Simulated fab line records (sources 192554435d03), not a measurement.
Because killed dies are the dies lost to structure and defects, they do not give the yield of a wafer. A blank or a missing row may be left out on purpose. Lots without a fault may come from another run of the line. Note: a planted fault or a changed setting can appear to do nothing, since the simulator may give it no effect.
Code-filled problem report in 8D (eight disciplines) form | flow n5_finfet | the parts of the form that need people (team, actions taken, sign-off) are left out

1. THE PROBLEM
Wafers without a fault read 32.90, standard deviation 0.043; exposure_dose_mJ_cm2 at N5_BEOL_M3_EXPOSE_08 reads a mean of 33.87 on 6 wafers belonging to 2 lots. That puts it +23 standard deviations away from the usual mean.
The step: exposes mask M3.
First seen on wafer L396.2, day 10 01:05, on euv_scanner-01. The record has a number at this step for 23 wafers belonging to 8 lots. The rule behind "out" and "out of limits": a value lying over 4 standard deviations away from the usual mean. The rest of the wafers with a number are treated as sound.

2. WHAT IT IS AND WHAT IT IS NOT
question                    | is                     | is not
which readings at this step | exposure_dose_mJ_cm2   | -
which lots                  | L396, L401             | L390, L391, L394, L403, L407, L412
which wafers of those lots  | all that have a number | -
read on which tools         | euv_scanner-01         | euv_scanner-02
when                        | from day 10 01:05      | up to then (8 sound wafers); but 9 sound wafers of L403, L407, L412 came after

3. WHAT RULES OUT EACH SUSPECT
Counting: a tool at a process step up to the reading stays a suspect if it ran every lot that is out and no sound lot after the first of them.
- euv_scanner-01 at N5_BEOL_M3_EXPOSE_08 (exposes mask M3): kept. It ran every lot that is out, first L396 (day 10 01:05), and no sound lot after that. Its own exposure_dose_mJ_cm2 readings are out on those wafers.
Left after counting: euv_scanner-01 at N5_BEOL_M3_EXPOSE_08.

4. THE CAUSE (what the simulator had put in)
Process parameter drift: euv_scanner-01, from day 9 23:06 on, at N5_BEOL_M3_EXPOSE_08. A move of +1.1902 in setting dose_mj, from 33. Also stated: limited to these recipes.
After counting, this tool was the only one left.

5. THE EFFECT CHAIN, in route order
Each row: a reading whose mean over the struck wafers that have a number lies more than 3 standard deviations from the usual. Only readings for which the record gives a usual standard deviation are gone through. hours: the time from each lot's start at the first step in this table that gives one to its start at this step, as a median over the lots. sigmas: the change in usual standard deviations.
hours | step                    | reading              | usual | on struck wafers | change | sigmas
0     | N5_BEOL_M3_EXPOSE_08    | exposure_dose_mJ_cm2 | 32.90 | 33.87            | +0.97  | +23
167   | N5_PASSIVATION_PROBE_49 | killed_at_M0_to_M3   | 36    | 76               | +40    | +4.0
The process steps in it:
- N5_BEOL_M3_EXPOSE_08: exposes mask M3.
- N5_PASSIVATION_PROBE_49
At these later measuring or inspecting steps, every struck wafer for which the step has a row has a number for every such reading, and none has moved that far: N5_BEOL_M3_CD_MEAS_11, N5_BEOL_M4_RC_MEAS_101.

6. HOW IT WOULD HAVE BEEN CAUGHT EARLIER
In this record no reading fell out of limits until day 10 01:05, 2 hours after the fault had begun at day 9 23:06.
